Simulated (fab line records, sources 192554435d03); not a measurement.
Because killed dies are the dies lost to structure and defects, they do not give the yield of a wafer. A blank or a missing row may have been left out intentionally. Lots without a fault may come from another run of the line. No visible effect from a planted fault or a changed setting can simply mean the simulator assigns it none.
Struck lot and sound lot, side by side    flow n5Finfet    16 steps out of a route of 1938
Sound: the wafers L263.2, L263.3, L263.6. Wafers struck: L265.3, L265.4, L265.6. Last of all comes the cause.
Order at every step that has rows: each side's tool, ch and its chambers, its first start. Under that, the readings that differ: sound wafers    struck wafers    difference of the means    sigmas: that difference in standard deviations of wafers without a fault.
alike: words and numbers the same on both sides, and readings whose means are apart by under 2 such deviations; not compared: readings that were withheld, readings missing a value for some wafer, numbers with overlapping values and no deviation given by the record, and bounds like >300 which may hide the same value.
Wherever a step has rows on one side only, a row that says differs or no value, or a row with sigmas, the two part there. Numbers that have no deviation but don't overlap get no sigmas and don't part them. Lack of a reading on every wafer of one side parts them only where that side has two or more wafers.

first, 8 steps without rows for these wafers: N5_BEOL_M2_COAT_68 (time 60 s, resist thk 12 nm); N5_BEOL_M2_COAT_76 (time 60 s, resist thk 5 nm); N5_BEOL_M2_COAT_22 (resist thk 30 nm); N5_BEOL_M2_EBR_24; N5_BEOL_M2_SOFTBAKE_23 (time 60 s); N5_BEOL_M2_EXPOSE_25 (exposes mask V1, defocus 5 nm); N5_BEOL_M2_PEB_26 (peb time 60 s); N5_BEOL_M2_DEVELOP_27 (develop time 30 s).
N5_BEOL_M2_CD_MEAS_28: target cd 26.2 nm, target cd y 24.1 nm.
  sound on cdSem-02 ch 0, day 7 18:44; struck on cdSem-01 ch 0, day 8 13:36
  alike: cdNm
N5_BEOL_M2_OVL_MEAS_29:
  sound on overlay-02 ch 0, day 7 18:46; struck on overlay-01 ch 0, day 8 13:38
  alike: V1_OVL
N5_BEOL_M2_INSPECT_30: inspects for defects (brightfield).
  sound on defectInspect-02, day 7 18:49; struck on defectInspect-01, day 8 13:41
  alike: rawDefectCount
N5_BEOL_M2_DESCUM_33: chemistry O2, time 7 s.
  sound on rieDiel-05 ch 0,2,3, day 7 18:51; struck on rieDiel-05 ch 0,2,3, day 8 14:04
  alike: drypumpMotorCurrentA, oesProductAu, rfVppV, showerheadPlenumPTorr, throttleValvePct
  not compared: rfHoursCounterH
N5_BEOL_M2_ETCH_77: etches underlayer in N2/H2, target depth 6.5 nm, time 5.2 s.
  sound on rieDiel-05 ch 0,2,3, day 7 18:53; struck on rieDiel-05 ch 0,2,3, day 8 14:05
reading            sound           struck          difference  sigmas
etchRfOnTimeS (s)  5.16 5.44 5.31  7.08 7.33 7.09  +1.86       +14
  alike: biasW, drypumpMotorCurrentA, oesProductAu, rfVppV, showerheadPlenumPTorr, throttleValvePct
  not compared: rfHoursCounterH
N5_BEOL_M2_ETCH_69: etches SiARC in CF4, target depth 15.6 nm, time 26 s.
  sound on rieDiel-05 ch 0,2,3, day 7 18:54; struck on rieDiel-05 ch 0,2,3, day 8 14:07
reading    sound              struck             difference  sigmas
biasW (W)  35.84 35.83 35.93  36.01 36.16 36.11  +0.23       +2
  alike: drypumpMotorCurrentA, etchRfOnTimeS, oesProductAu, rfVppV, showerheadPlenumPTorr, throttleValvePct
  not compared: rfHoursCounterH
N5_BEOL_M4_RC_MEAS_101:
  sound on prober-01 ch 0, day 9 03:05; struck on prober-01 ch 0, day 10 07:38
  alike: DIBL_N, DIBL_P, IOFF_N, IOFF_P, ION_N, ION_P, SS_N, SS_P, VT_N, VT_P
-- the record jumps here: 5 days lie between the struck wafers' starts before and after (it left off in module BEOL_M4 and takes up again in module PASSIVATION, whose first step shown is number 1936 of the route) --
N5_PASSIVATION_PROBE_49:
  rows exist in the record for the struck wafers here (prober-02, day 15 04:38), but not for the sound ones

## WHERE THEY PART
Earliest at N5_BEOL_M2_ETCH_77; latest, in this record, at N5_PASSIVATION_PROBE_49.

WHY: what had been put in by the simulator
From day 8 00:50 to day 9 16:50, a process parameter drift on rieDiel-05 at N5_BEOL_M2_ETCH_77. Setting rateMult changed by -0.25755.
